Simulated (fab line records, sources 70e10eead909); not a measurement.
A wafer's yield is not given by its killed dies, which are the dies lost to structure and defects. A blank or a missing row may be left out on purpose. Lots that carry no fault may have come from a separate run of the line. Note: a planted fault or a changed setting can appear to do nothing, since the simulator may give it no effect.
Which tool did it? + flow nandHarc + Sampling: 12 lots, 36 wafers, 2 of 1302 route steps

== WHAT THE GAUGES SHOWED, per wafer ==
NHARC_A_SLIT_CD_MEAS_21.
| lot  | measured     | on       | cdNm (nm)         |
|------|--------------|----------|-------------------|
| L076 | day 20 13:20 | cdSem-02 | 289.9 290.0 289.4 |
| L077 | day 21 10:03 | cdSem-02 | 289.1 289.5 288.5 |
| L079 | day 22 08:05 | cdSem-03 | 288.9 289.2 288.8 |
| L082 | day 23 05:55 | cdSem-02 | 289.4 290.0 289.7 |
| L083 | day 23 15:10 | cdSem-02 | 287.4 288.9 287.6 |
| L085 | day 24 16:42 | cdSem-01 | 287.0 287.4 287.4 |
| L087 | day 25 07:25 | cdSem-02 | 289.3 290.5 288.4 |
| L088 | day 25 21:52 | cdSem-03 | 288.9 290.0 288.9 |
| L092 | day 27 11:44 | cdSem-01 | 289.7 290.9 290.5 |
| L093 | day 27 19:43 | cdSem-01 | 288.5 289.2 290.0 |
| L095 | day 29 04:20 | cdSem-01 | 288.2 288.8 287.9 |
| L097 | day 29 20:08 | cdSem-03 | 288.4 290.1 288.6 |

== TOOL THAT RAN EACH LOT (tool first, then ch and the chambers of the sampled wafers, then the start) ==
| lot  | NHARC_A_SLIT_DESCUM_14            |
|------|-----------------------------------|
| L076 | rieDiel-06 ch 0,1,2, day 20 04:50 |
| L077 | rieDiel-10 ch 2,3, day 21 03:43   |
| L079 | rieDiel-06 ch 0,1,3, day 22 01:50 |
| L082 | rieDiel-10 ch 1,2, day 22 23:34   |
| L083 | rieDiel-10 ch 1,3, day 23 08:54   |
| L085 | rieDiel-06 ch 2,3, day 24 10:22   |
| L087 | rieDiel-10 ch 2,3, day 25 01:09   |
| L088 | rieDiel-10 ch 0,1,3, day 25 12:21 |
| L092 | rieDiel-09 ch 0,3, day 27 05:08   |
| L093 | rieDiel-09 ch 1,2,3, day 27 13:10 |
| L095 | rieDiel-09 ch 0,1, day 28 21:58   |
| L097 | rieDiel-10 ch 0,1,2, day 29 13:45 |
- NHARC_A_SLIT_DESCUM_14: chemistry O2, time 3 s.

== THE ANSWER, worked out from the rows above alone ==
Rule: what is usual is taken from the lots themselves. The widest of any qualifying gaps counts: lots, ordered by their means at a reading, are off when they make up no more than a third of the lots, leave a main group of 4 or more, and stand apart from it by 3 or more times the standard deviation of that group's means. The tables above print the reading to a certain number of digits; a main group whose means all agree to those digits is not used. A lot without any number at a reading at which 4 lots or more have one is off too. Any other lot the step has rows for is counted as sound.
No lot is off at any reading shown: from this, nothing can be told.

== WHAT THE SIMULATOR PUT IN ==
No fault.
